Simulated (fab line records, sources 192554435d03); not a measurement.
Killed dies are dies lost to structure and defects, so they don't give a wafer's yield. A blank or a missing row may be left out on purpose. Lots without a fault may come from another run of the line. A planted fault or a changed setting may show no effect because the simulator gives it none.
A struck lot beside a sound one | flow n5_finfet | 36 steps out of a route of 1938
Sound: wafers L332.1, L332.4, L332.5. Struck: wafer L321.3. (L321.4, L321.5 of the same lot were not struck and are left out.) The cause comes at the end.
At each step with rows: each side's tool, then ch and its chambers, then its first start. Under that, the readings that differ: sound wafers | struck wafers | difference of the means | sigmas: that difference in standard deviations of wafers without a fault.
alike: readings whose means differ by less than 2 such deviations, and words and numbers that are the same on both sides. not compared: withheld readings, readings that some wafer has no value for, bounds like >300 that may hide the same value, and numbers for which the record gives no deviation and whose values overlap.
The two part at a step that has a row with sigmas, a row that says differs or no value, or rows on one side only. Numbers that don't overlap but have no deviation are shown without sigmas and don't part them. A reading that every wafer of one side lacks parts them only if that side has two wafers or more.

first, 9 steps without rows for these wafers: N5_BEOL_M4_ANNEAL_95 (time 240 s); N5_BEOL_M4_SPUTTER_96 (material Cu, target thk 4.5 nm, time 8.29 s); N5_BEOL_M4_ECD_50 (material Cu, target thk 300 nm); N5_BEOL_M4_ANNEAL_51 (time 90 s); N5_BEOL_M4_CMP_52 (polishes, stops on SiOC, t overpolish 6.8 s, target thk 40 nm); N5_BEOL_M4_PRE_CLEAN_60 (time 15 s); N5_BEOL_M4_CO_CAP_55 (material Co, precursor CCTBA/H2, target thk 2 nm, time 102.1 s); N5_BEOL_M4_PRE_CLEAN_56 (time 15 s); N5_BEOL_M4_DEP_57 (deposits SiCN from 3MS/NH3, target thk 8 nm, time 14 s).
N5_BEOL_M4_RC_MEAS_101:
  sound on prober-02 ch 0, day 13 10:16; struck on prober-02 ch 0, day 10 17:17
  reading   | sound                | struck | difference | sigmas
  VT_P (mV) | -254.5 -252.4 -252.1 | -248.0 | +5.0       | +2
  alike: DIBL_N, DIBL_P, IOFF_N, IOFF_P, ION_N, ION_P, SS_N, SS_P, VT_N
then, 24 steps without rows for these wafers: N5_BEOL_M5_ILD_DEP_00 (deposits SiCOH lowk from DEMS/porogen, target thk 140.64 nm, time 25.9 s); N5_BEOL_M5_CURE_79 (cures SiCOH lowk, time 240 s); N5_BEOL_M5_PECVD_70 (deposits SiO2 from TEOS/O2, target thk 16 nm, time 18 s); N5_BEOL_M5_HM_DEP_02 (deposits TiN, target thk 20 nm); N5_BEOL_M5_COAT_59 (time 60 s, resist thk 60 nm); N5_BEOL_M5_COAT_60 (time 60 s, resist thk 12 nm); N5_BEOL_M5_COAT_71 (time 60 s, resist thk 5 nm); N5_BEOL_M5_COAT_05 (resist thk 30 nm); N5_BEOL_M5_EBR_07; N5_BEOL_M5_SOFTBAKE_06 (time 60 s); N5_BEOL_M5_EXPOSE_08 (exposes mask M5, target cd 28 nm); N5_BEOL_M5_PEB_09 (peb time 60 s); N5_BEOL_M5_DEVELOP_10 (develop time 30 s); N5_BEOL_M5_DESCUM_16 (chemistry O2, time 7 s); N5_BEOL_M5_ETCH_72 (etches underlayer in N2/H2, target depth 6.5 nm, time 5.2 s); N5_BEOL_M5_ETCH_61 (etches SiARC in CF4, target depth 15.6 nm, time 26 s); N5_BEOL_M5_ETCH_62 (etches SOC in N2/H2, target depth 75 nm, overetch 15 nm, time 112.5 s); N5_BEOL_M5_STRIP_63 (strips in N2/H2); N5_BEOL_M5_STRIP_73 (strips in N2/H2); N5_BEOL_M5_STRIP_64 (strips in CF4); N5_BEOL_M5_HM_OPEN_17 (chemistry Cl2/BCl3, target TiN, target depth 20 nm, overetch 6 nm); N5_BEOL_M5_STRIP_19 (strips in O2); N5_BEOL_M5_COAT_65 (time 60 s, resist thk 60 nm); N5_BEOL_M5_COAT_66 (time 60 s, resist thk 12 nm).
-- the record jumps here: 4 days lie between the struck wafers' starts before and after (it left off in module BEOL_M5 and takes up again in module PASSIVATION, whose first step shown is number 1915 of the route) --
N5_PASSIVATION_PECVD_53: deposits SiO2 from TEOS/O2, target thk 800 nm, time 169.4 s.
  sound on pecvd-04 ch 1,2, day 17 21:17; struck on pecvd-02 ch 2, day 14 23:41
  reading                                        | sound                | struck | difference | sigmas
  susceptor_temp_C (C)                           | 400.06 400.54 399.82 | 375.24 | -24.90     | -99 or more
  model.SiO2_of_PASSIVATION_PECVD_53.thk_nm (nm) | 798 802 808.2        | 921.8  | +119.1     |
N5_PASSIVATION_PROBE_49:
  sound on prober-02, day 18 00:58; struck on prober-02, day 15 03:31
  reading                  | sound          | struck | difference | sigmas
  defect_limited_yield (%) | 91.1 92.1 91.4 | 0      | -92        | -65
  killed_at_other          | 0 9 2          | 1098   | +1094      | +99 or more
  killed_dies              | 105 93 101     | 1180   | +1080      | +64
  killed_on_rim            | 13 14 12       | 152    | +139       | +35
  sort_bin_5_function (%)  | 5.3 4.4 4.7    | 97.8   | +93.0      | +99 or more
  sort_n_pass              | 1075 1087 1079 | 0      | -1080      | -64
  sort_yield_pct (%)       | 91.1 92.1 91.4 | 0      | -92        | -65
  alike: killed_at_M0_to_M3, killed_at_M4_up, killed_at_contacts, killed_at_front_end, killed_open, killed_short, sort_bin_6_memory, sort_bin_8_speed

WHERE THEY PART
First at N5_BEOL_M4_RC_MEAS_101; last, within this record, at N5_PASSIVATION_PROBE_49.

WHY: what the simulator had put in
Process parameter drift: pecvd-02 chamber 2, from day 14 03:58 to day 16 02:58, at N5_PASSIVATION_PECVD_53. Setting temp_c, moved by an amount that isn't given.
